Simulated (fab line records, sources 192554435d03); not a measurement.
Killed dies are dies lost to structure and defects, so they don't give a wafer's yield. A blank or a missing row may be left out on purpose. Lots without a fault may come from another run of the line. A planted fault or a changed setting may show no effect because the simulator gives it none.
One fault seen from 2 desks | flow n5_finfet | each desk has only its own numbers; what lay behind them comes last

THE METROLOGY DESK
What the gauges read, lot by lot, whatever tool the lot ran on: means of the sampled wafers that have a number. A lot is out of limits, marked OUT, if its mean lies more than 4 standard deviations from the usual mean; the brackets give that distance.
Columns: A = M6_THK at N5_BEOL_M6_THK_MEAS_53, usual 80.1 nm; B = M7_ILD_THK at N5_BEOL_M7_THK_MEAS_01, usual 155.0 nm
lot  | first seen here | A    | B
L633 | day 9 16:55     | 80.3 | 155.2
L634 | day 9 23:00     | 80.3 | 154.0
L636 | day 10 07:54    | 80.9 | 154.7
L637 | day 10 23:26    | 80.8 | 156.0
L639 | day 11 07:08    | 78.5 | 155.2
L641 | day 11 23:07    | 79.3 | 158.6
L644 | day 12 05:56    | 79.5 | 155.4
L645 | day 12 06:06    | 82.7 | 154.6
L647 | day 12 20:11    | 81.3 | 156.2
L655 | day 15 08:40    | 79.5 | 155.5
L653 | day 15 11:24    | 80.0 | 154.0
L654 | day 15 12:41    | 79.5 | 154.4
This desk's finding: nothing out of limits on any of the 12 lots.

THE TOOL OWNER'S DESK: pecvd-03
The tool's own readings at N5_BEOL_M6_PECVD_70 (deposits SiO2 from TEOS/O2, target thk 20 nm, time 22.7 s): means of the sampled wafers that have a number, for each lot that ran on this tool. A lot is out of limits, marked OUT, if its mean lies more than 4 standard deviations from the usual mean; the brackets give that distance.
Columns: A = heater_power_w at N5_BEOL_M6_PECVD_70, usual 746 W; B = showerhead_plenum_p_Torr at N5_BEOL_M6_PECVD_70, usual 8.78 Torr; C = throttle_valve_pct at N5_BEOL_M6_PECVD_70, usual 22.8 %
lot  | first seen here | A   | B    | C
L633 | day 9 09:58     | 748 | 8.78 | 23.3
L636 | day 10 01:17    | 785 | 8.78 | 24.1
L637 | day 10 14:14    | 696 | 8.78 | 23.6
L641 | day 11 13:42    | 722 | 8.75 | 22.2
L644 | day 11 22:00    | 736 | 8.76 | 22.2
L645 | day 11 22:16    | 662 | 8.78 | 23.0
L655 | day 14 19:11    | 735 | 8.77 | 23.6
This desk's finding: nothing out of limits on any of the 7 lots.

PUT TOGETHER
The metrology desk saw nothing out of limits.
The tool owner's desk saw nothing out of limits.

WHAT THE SIMULATOR HAD PUT IN
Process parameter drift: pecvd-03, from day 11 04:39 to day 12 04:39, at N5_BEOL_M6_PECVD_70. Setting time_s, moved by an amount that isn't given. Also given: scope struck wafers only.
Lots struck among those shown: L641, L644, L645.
